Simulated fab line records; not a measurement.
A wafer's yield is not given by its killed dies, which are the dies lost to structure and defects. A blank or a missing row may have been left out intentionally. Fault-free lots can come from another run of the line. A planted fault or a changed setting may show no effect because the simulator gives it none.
Chamber matching / flow n5Finfet / 3 sister chambers for N5_BEOL_M0_SAQP_PECVD_00 on pecvd-01
The step deposits SiCN from 3MS/NH3, target thk 8 nm, time 14 s. 5 wafers are shown with their chamber, then 7 later ones without.

WAFERS PAIRED WITH THEIR CHAMBERS
wafer=L080.1; chamber=0; throttleValvePct (%)=8.6; showerheadPlenumPTorr (Torr)=3.681
wafer=L086.4; chamber=2; throttleValvePct (%)=9.7; showerheadPlenumPTorr (Torr)=3.685
wafer=L086.5; chamber=1; throttleValvePct (%)=8.8; showerheadPlenumPTorr (Torr)=3.660
wafer=L088.1; chamber=0; throttleValvePct (%)=8.8; showerheadPlenumPTorr (Torr)=3.683
wafer=L088.2; chamber=2; throttleValvePct (%)=9.7; showerheadPlenumPTorr (Torr)=3.668

WAFERS WITH NO CHAMBER GIVEN
wafer=L088.5; throttleValvePct (%)=8.4; showerheadPlenumPTorr (Torr)=3.655
wafer=L090.1; throttleValvePct (%)=8.4; showerheadPlenumPTorr (Torr)=3.663
wafer=L090.4; throttleValvePct (%)=8.6; showerheadPlenumPTorr (Torr)=3.675
wafer=L090.6; throttleValvePct (%)=8.3; showerheadPlenumPTorr (Torr)=3.664
wafer=L091.1; throttleValvePct (%)=8.6; showerheadPlenumPTorr (Torr)=3.688
wafer=L091.2; throttleValvePct (%)=8.1; showerheadPlenumPTorr (Torr)=3.661
wafer=L091.4; throttleValvePct (%)=8.3; showerheadPlenumPTorr (Torr)=3.659

WHICH CHAMBER EACH ONE RAN IN
wafer=L088.5; from the rows above=can't be placed: 1 or 0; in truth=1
wafer=L090.1; from the rows above=can't be placed: 0 or 1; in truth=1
wafer=L090.4; from the rows above=can't be placed: 0 or 1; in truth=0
wafer=L090.6; from the rows above=can't be placed: 0 or 1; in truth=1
wafer=L091.1; from the rows above=0; in truth=0
wafer=L091.2; from the rows above=can't be placed: 0 or 1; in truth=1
wafer=L091.4; from the rows above=can't be placed: 0 or 1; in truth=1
Correct placement for 1 of the 7. Unplaceable from these rows: 6, with the true chamber sitting among the candidates in 6. Number placed wrongly: 0.
How it was worked out, from the rows above alone: a wafer's distance from a chamber is the root of the sum, over the readings, of the square of ((its reading less the chamber's mean) divided by the reading's scatter). The wafer belongs to the nearest chamber; if the next one is less than 2 further off, it can't be placed. A chamber's mean is the mean of its shown wafers. The scatter is the square root of a quotient: the sum, over the shown wafers, of each reading's squared deviation from its chamber's mean, divided by wafers minus chambers.
